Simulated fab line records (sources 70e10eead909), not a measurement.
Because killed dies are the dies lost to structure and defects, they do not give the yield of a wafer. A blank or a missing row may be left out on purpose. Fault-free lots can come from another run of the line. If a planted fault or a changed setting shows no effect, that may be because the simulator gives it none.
Which tool was responsible?	flow nand harc	Sampling: 24 lots, 72 wafers, 5 of 1159 route steps

WHAT THE GAUGES READ, wafer by wafer
NHARC_A_CONTACT_CD_MEAS_69 targets a cd of 200 nm. Usual: cd nm 200.3 nm, standard deviation 0.66.
lot	measured	on	cd nm (nm)	flag
L076	day 16 21:35	cd sem-03	200.0 200.4 200.1	
L075	day 16 23:28	cd sem-01	200.5 201.1 200.4	
L077	day 17 04:16	cd sem-01	199.6 199.5 199.3	
L074	day 17 05:20	cd sem-03	201.2 200.0 200.1	
L078	day 17 08:15	cd sem-02	200.0 201.2 201.2	
L079	day 17 10:56	cd sem-02	199.1 200.2 200.5	
L081	day 18 20:02	cd sem-01	201.1 200.3 199.7	
L082	day 19 00:08	cd sem-01	200.1 199.7 200.2	
L080	day 19 06:22	cd sem-02	200.2 200.2 200.4	
L083	day 19 09:55	cd sem-01	199.0 199.9 200.5	
L084	day 19 11:42	cd sem-03	200.5 200.5 201.1	
L088	day 19 12:44	cd sem-02	200.5 199.3 200.3	
L085	day 19 13:26	cd sem-01	201.1 199.9 201.0	
L086	day 19 18:56	cd sem-01	200.3 201.0 200.7	
L090	day 20 07:01	cd sem-03	200.0 200.1 200.1	
L089	day 20 08:35	cd sem-02	200.9 201.4 201.6	
L087	day 20 13:25	cd sem-01	200.0 200.2 200.8	
L092	day 20 17:12	cd sem-02	200.7 200.8 201.3	
L093	day 20 20:43	cd sem-03	200.5 200.9 199.6	
L091	day 20 21:37	cd sem-02	200.8 200.9 201.0	
L095	day 21 20:52	cd sem-02	201.3 201.1 200.5	
L094	day 21 23:50	cd sem-01	199.7 199.7 199.5	
L096	day 22 02:56	cd sem-03	200.1 199.8 200.2	
L097	day 22 12:55	cd sem-03	202.3 201.5 200.7	

WHICH TOOL RAN EACH LOT (tool, then ch and the chambers of the sampled wafers, then the start)
lot	NHARC_A_CONTACT_ETCH_115	NHARC_A_CONTACT_ETCH_122	NHARC_A_CONTACT_ETCH_96	NHARC_A_CONTACT_DEP_57
L076	har cap etch-02 ch 0,1, day 16 15:35	har cap etch-02 ch 0,1, day 16 16:14	rie diel-06 ch 0,1,3, day 16 19:05 or earlier	acl dep-02 ch 0, day 16 19:05
L075	har cap etch-01 ch 0,1, day 16 16:26	har cap etch-01 ch 0,1, day 16 17:04	rie diel-06 ch 0,3, day 16 21:23 or earlier	acl dep-02 ch 0, day 16 21:23
L077	har cap etch-02 ch 0,1, day 16 21:54	har cap etch-02 ch 0,1, day 16 22:32	rie diel-06 ch 0,1,3, day 17 01:49 or earlier	acl dep-03 ch 0, day 17 01:49
L074	har cap etch-03 ch 0,1, day 16 23:55	har cap etch-03 ch 0,1, day 17 00:33	rie diel-06 ch 1,2, day 17 03:10 or earlier	acl dep-01 ch 0, day 17 03:10
L078	har cap etch-01 ch 0,1, day 17 01:20	har cap etch-01 ch 0,1, day 17 01:58	rie diel-13 ch 0,2,3, day 17 06:04 or earlier	acl dep-02 ch 0, day 17 06:04
L079	har cap etch-03 ch 0,1, day 17 05:19	har cap etch-03 ch 0,1, day 17 05:56	rie diel-13 ch 0,1,2, day 17 08:29 or earlier	acl dep-01 ch 0, day 17 08:29
L081	har cap etch-03 ch 0,1, day 18 08:46	har cap etch-03 ch 0,1, day 18 09:37	rie diel-13 ch 0,1,2, day 18 17:53 or earlier	acl dep-02 ch 0, day 18 17:53
L082	har cap etch-02 ch 0,1, day 18 09:16	har cap etch-02 ch 0,1, day 18 09:54	rie diel-09 ch 1,2,3, day 18 17:22 or earlier	acl dep-03 ch 0, day 18 17:22
L080	har cap etch-03 ch 0,1, day 19 01:09	har cap etch-03 ch 0,1, day 19 01:47	rie diel-06 ch 1,2,3, day 19 02:43	acl dep-02 ch 0, day 19 03:53
L083	har cap etch-02 ch 0,1, day 19 02:17	har cap etch-02 ch 0,1, day 19 03:08	rie diel-13 ch 1,2,3, day 19 08:25 or earlier	acl dep-02 ch 0, day 19 08:25
L084	har cap etch-02 ch 1, day 19 05:55	har cap etch-02 ch 1, day 19 06:34	rie diel-06 ch 1,3, day 19 07:25	acl dep-03 ch 0, day 19 09:38
L088	har cap etch-01 ch 0,1, day 19 07:01	har cap etch-01 ch 0,1, day 19 07:40	rie diel-06 ch 1,2,3, day 19 08:31	acl dep-01 ch 0, day 19 10:23
L085	har cap etch-03 ch 0,1, day 19 07:44	har cap etch-03 ch 0,1, day 19 08:22	rie diel-09 ch 0,1, day 19 11:56 or earlier	acl dep-03 ch 0, day 19 11:56
L086	har cap etch-02 ch 0,1, day 19 13:26	har cap etch-02 ch 0,1, day 19 14:05	rie diel-09 ch 1,2,3, day 19 16:45 or earlier	acl dep-01 ch 0, day 19 16:45
L090	har cap etch-03 ch 0,1, day 20 01:23	har cap etch-03 ch 0,1, day 20 02:01	rie diel-06 ch 1,2,3, day 20 05:06 or earlier	acl dep-01 ch 0, day 20 05:06
L089	har cap etch-01 ch 0,1, day 20 01:46	har cap etch-01 ch 0,1, day 20 02:25	rie diel-06 ch 0,1, day 20 06:32 or earlier	acl dep-01 ch 0, day 20 06:32
L087	har cap etch-03 ch 0,1, day 20 08:37	har cap etch-03 ch 0,1, day 20 09:15	rie diel-06 ch 1,2,3, day 20 11:38 or earlier	acl dep-01 ch 0, day 20 11:38
L092	har cap etch-02 ch 0,1, day 20 09:55	har cap etch-02 ch 0,1, day 20 10:33	rie diel-06 ch 2,3, day 20 14:43 or earlier	acl dep-01 ch 0, day 20 14:43
L093	har cap etch-01 ch 0,1, day 20 12:37	har cap etch-01 ch 0,1, day 20 13:16	rie diel-09 ch 0,1, day 20 18:10 or earlier	acl dep-02 ch 0, day 20 18:10
L091	har cap etch-01 ch 0,1, day 20 16:38	har cap etch-01 ch 0,1, day 20 17:17	rie diel-13 ch 2,3, day 20 19:14 or earlier	acl dep-03 ch 0, day 20 19:14
L095	har cap etch-01 ch 0,1, day 21 15:19	har cap etch-01 ch 0,1, day 21 15:56	rie diel-06 ch 0,1,3, day 21 18:24 or earlier	acl dep-02 ch 0, day 21 18:24
L094	har cap etch-03 ch 0,1, day 21 18:37	har cap etch-03 ch 0,1, day 21 19:15	rie diel-09 ch 0,1,3, day 21 22:04 or earlier	acl dep-02 ch 0, day 21 22:04
L096	har cap etch-02 ch 0,1, day 21 21:59	har cap etch-02 ch 0,1, day 21 22:37	rie diel-06 ch 0,1,2, day 22 00:35 or earlier	acl dep-03 ch 0, day 22 00:35
L097	har cap etch-02 ch 0,1, day 22 07:51	har cap etch-02 ch 0,1, day 22 08:29	rie diel-09 ch 0,1,3, day 22 10:43 or earlier	acl dep-03 ch 0, day 22 10:43
- NHARC_A_CONTACT_ETCH_115: etches the open film in C4F8/O2/Ar, time 94 s, target depth 922 nm.
- NHARC_A_CONTACT_ETCH_122: etches the open film in C4F8/O2/Ar, time 95 s, target depth 930 nm.
- NHARC_A_CONTACT_ETCH_96: etches the open film in C4F6/O2, target depth 20 nm, time 10 s.
- NHARC_A_CONTACT_DEP_57: deposits aC, target thk 2800 nm.

WHAT THE TOOLS THEMSELVES READ (means of the sampled wafers that have a number; where no wafer has one, the mark that the record gives instead)
NHARC_A_CONTACT_ETCH_115. Usual: oes air line au 0.996 a.u., standard deviation 0.02.
lot	tool	oes air line au (a.u.)	flag
L076	har cap etch-02	0.999	
L075	har cap etch-01	0.989	
L077	har cap etch-02	0.977	
L074	har cap etch-03	0.983	
L078	har cap etch-01	0.994	
L079	har cap etch-03	1.007	
L081	har cap etch-03	0.996	
L082	har cap etch-02	0.996	
L080	har cap etch-03	1.008	
L083	har cap etch-02	1.000	
L084	har cap etch-02	0.983	
L088	har cap etch-01	1.003	
L085	har cap etch-03	0.994	
L086	har cap etch-02	1.000	
L090	har cap etch-03	0.987	
L089	har cap etch-01	1.007	
L087	har cap etch-03	0.976	
L092	har cap etch-02	0.994	
L093	har cap etch-01	0.983	
L091	har cap etch-01	1.017	
L095	har cap etch-01	1.006	
L094	har cap etch-03	0.974	
L096	har cap etch-02	0.972	
L097	har cap etch-02	0.992	

NHARC_A_CONTACT_ETCH_122. Usual: oes air line au 1.000 a.u., standard deviation 0.021.
lot	tool	oes air line au (a.u.)	flag
L076	har cap etch-02	0.999	
L075	har cap etch-01	0.993	
L077	har cap etch-02	1.004	
L074	har cap etch-03	1.002	
L078	har cap etch-01	0.985	
L079	har cap etch-03	1.005	
L081	har cap etch-03	0.989	
L082	har cap etch-02	0.983	
L080	har cap etch-03	0.996	
L083	har cap etch-02	1.029	
L084	har cap etch-02	0.988	
L088	har cap etch-01	1.011	
L085	har cap etch-03	0.995	
L086	har cap etch-02	0.998	
L090	har cap etch-03	1.008	
L089	har cap etch-01	0.997	
L087	har cap etch-03	1.006	
L092	har cap etch-02	0.972	
L093	har cap etch-01	1.007	
L091	har cap etch-01	0.979	
L095	har cap etch-01	0.980	
L094	har cap etch-03	1.004	
L096	har cap etch-02	1.005	
L097	har cap etch-02	0.989	

NHARC_A_CONTACT_ETCH_96. Usual: drypump motor current A 5.8 A, standard deviation 0.49; oes product au 0.967 a.u., standard deviation 0.024; rf vpp V 547.5 V, standard deviation 3; showerhead plenum p Torr 3.95 Torr, standard deviation 0.13; throttle valve pct 26.903 %, standard deviation 0.0092.
lot	tool	drypump motor current A (A)	oes product au (a.u.)	rf vpp V (V)	showerhead plenum p Torr (Torr)	throttle valve pct (%)	flag
L076	rie diel-06	5.8	0.952	544.9	3.84	26.902	
L075	rie diel-06	5.4	0.951	543.5	3.76	26.905	
L077	rie diel-06	5.8	0.962	545.6	3.84	26.908	
L074	rie diel-06	5.9	0.953	549.4	4.08	26.899	
L078	rie diel-13	5.7	0.969	547.4	3.91	26.904	
L079	rie diel-13	6.1	0.960	545.6	3.87	26.904	
L081	rie diel-13	6.2	0.929	545.9	3.86	26.898	
L082	rie diel-09	5.4	0.940	548.1	3.97	26.897	
L080	rie diel-06	6.1	0.970	547.7	3.96	26.907	
L083	rie diel-13	5.8	0.950	548.7	3.99	26.910	
L084	rie diel-06	6.1	1.006	546.6	3.91	26.896	
L088	rie diel-06	6.0	1.003	547.0	3.96	26.911	
L085	rie diel-09	5.8	0.991	548.7	4.02	26.902	
L086	rie diel-09	5.4	0.984	547.9	3.97	26.903	
L090	rie diel-06	6.0	0.957	546.9	3.95	26.899	
L089	rie diel-06	5.7	1.003	546.3	3.90	26.905	
L087	rie diel-06	6.0	0.949	546.8	3.95	26.909	
L092	rie diel-06	6.0	0.962	549.3	4.00	26.902	
L093	rie diel-09	5.7	0.988	549.4	4.04	26.899	
L091	rie diel-13	5.7	1.000	549.3	4.01	26.901	
L095	rie diel-06	5.8	0.964	545.3	3.83	26.904	
L094	rie diel-09	5.4	0.953	548.6	3.99	26.906	
L096	rie diel-06	5.6	0.962	547.7	3.94	26.902	
L097	rie diel-09	5.4	0.938	547.9	3.99	26.897	

NHARC_A_CONTACT_DEP_57. Usual: throttle valve pct 35.000 %, standard deviation 0.0087.
lot	tool	throttle valve pct (%)	flag
L076	acl dep-02	34.992	
L075	acl dep-02	35.000	
L077	acl dep-03	34.998	
L074	acl dep-01	35.002	
L078	acl dep-02	34.996	
L079	acl dep-01	35.001	
L081	acl dep-02	35.001	
L082	acl dep-03	35.003	
L080	acl dep-02	35.011	
L083	acl dep-02	35.002	
L084	acl dep-03	35.006	
L088	acl dep-01	34.996	
L085	acl dep-03	35.003	
L086	acl dep-01	34.991	
L090	acl dep-01	35.001	
L089	acl dep-01	35.001	
L087	acl dep-01	35.008	
L092	acl dep-01	35.007	
L093	acl dep-02	35.007	
L091	acl dep-03	35.000	
L095	acl dep-02	35.000	
L094	acl dep-02	34.997	
L096	acl dep-03	35.001	
L097	acl dep-03	34.992	

THE ANSWER, worked out from the rows above alone
Rule: lot off if the mean of its wafers having a number is beyond 3 standard deviations from the usual mean. Also off: a lot with no number at a reading for which 4 or more lots have one. The other lots that the step has rows for count as sound. Order of review: gauges by route order, followed by the tools' own readings, for which a lot's mean as printed above is used. The first step at which some lot is off is used, and at that step the reading that is off furthest; a lot without a number counts as furthest.
Nothing can be told from this: no lot is off at any reading shown.

WHAT THE SIMULATOR PUT IN
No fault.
